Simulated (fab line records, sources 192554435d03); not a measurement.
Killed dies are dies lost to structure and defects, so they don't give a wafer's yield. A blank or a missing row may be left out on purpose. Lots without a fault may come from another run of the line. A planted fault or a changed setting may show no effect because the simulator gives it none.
Chamber matching | flow n5_finfet | N5_MOL_CONTACT_COAG_ALD_20 on ald_metal-01: 4 sister chambers
The step deposits TiN, target thk 1.5 nm, pulse time 1 s, purge time 3 s. 8 wafers are shown with their chamber, then 12 later ones without.

WAFERS WITH THEIR CHAMBER
wafer  | chamber | heater_power_w (W) | precursor_pulse_height_rel
L082.4 | 1       | 918                | 1.008
L087.2 | 0       | 892                | 1.021
L089.1 | 0       | 896                | 1.043
L089.2 | 2       | 927                | 0.978
L089.6 | 3       | 936                | 1.008
L090.2 | 3       | 903                | 0.983
L090.4 | 1       | 922                | 0.993
L090.6 | 2       | 937                | 1.016

WAFERS WITHOUT THEIR CHAMBER
wafer  | heater_power_w (W) | precursor_pulse_height_rel
L091.2 | 913                | 0.980
L091.4 | 917                | 1.009
L091.6 | 959                | 0.994
L092.3 | 927                | 1.022
L092.4 | 892                | 0.974
L092.5 | 917                | 1.009
L093.1 | 922                | 1.007
L093.2 | 901                | 0.984
L093.5 | 892                | 0.969
L094.2 | 909                | 1.011
L094.3 | 920                | 1.005
L094.5 | 925                | 1.010

WHICH CHAMBER EACH WENT THROUGH
wafer  | from the rows above               | in truth
L091.2 | can't be placed: 3 or 1 or 2      | 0
L091.4 | can't be placed: 1 or 3 or 2 or 0 | 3
L091.6 | can't be placed: 2 or 1 or 3      | 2
L092.3 | can't be placed: 1 or 2 or 3 or 0 | 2
L092.4 | can't be placed: 3 or 1 or 0 or 2 | 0
L092.5 | can't be placed: 1 or 3 or 2 or 0 | 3
L093.1 | can't be placed: 1 or 3 or 2      | 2
L093.2 | can't be placed: 3 or 1 or 2 or 0 | 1
L093.5 | can't be placed: 3 or 1 or 0 or 2 | 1
L094.2 | can't be placed: 1 or 3 or 0 or 2 | 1
L094.3 | can't be placed: 1 or 3 or 2      | 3
L094.5 | can't be placed: 1 or 3 or 2      | 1
Placed correctly: 0 of 12. Can't be placed from these rows: 12 (the true chamber is among the candidates in 11). Placed wrongly: 0.
How it was worked out, from the rows above alone: a wafer's distance from a chamber is the root of the sum, over the readings, of the square of ((its reading less the chamber's mean) divided by the reading's scatter). The wafer belongs to the nearest chamber; if the next one is less than 2 further off, it can't be placed. A chamber's mean is the mean of its shown wafers. The scatter: the root of (the sum of the squares of (reading less its chamber's mean) over the shown wafers, divided by (wafers less chambers)).
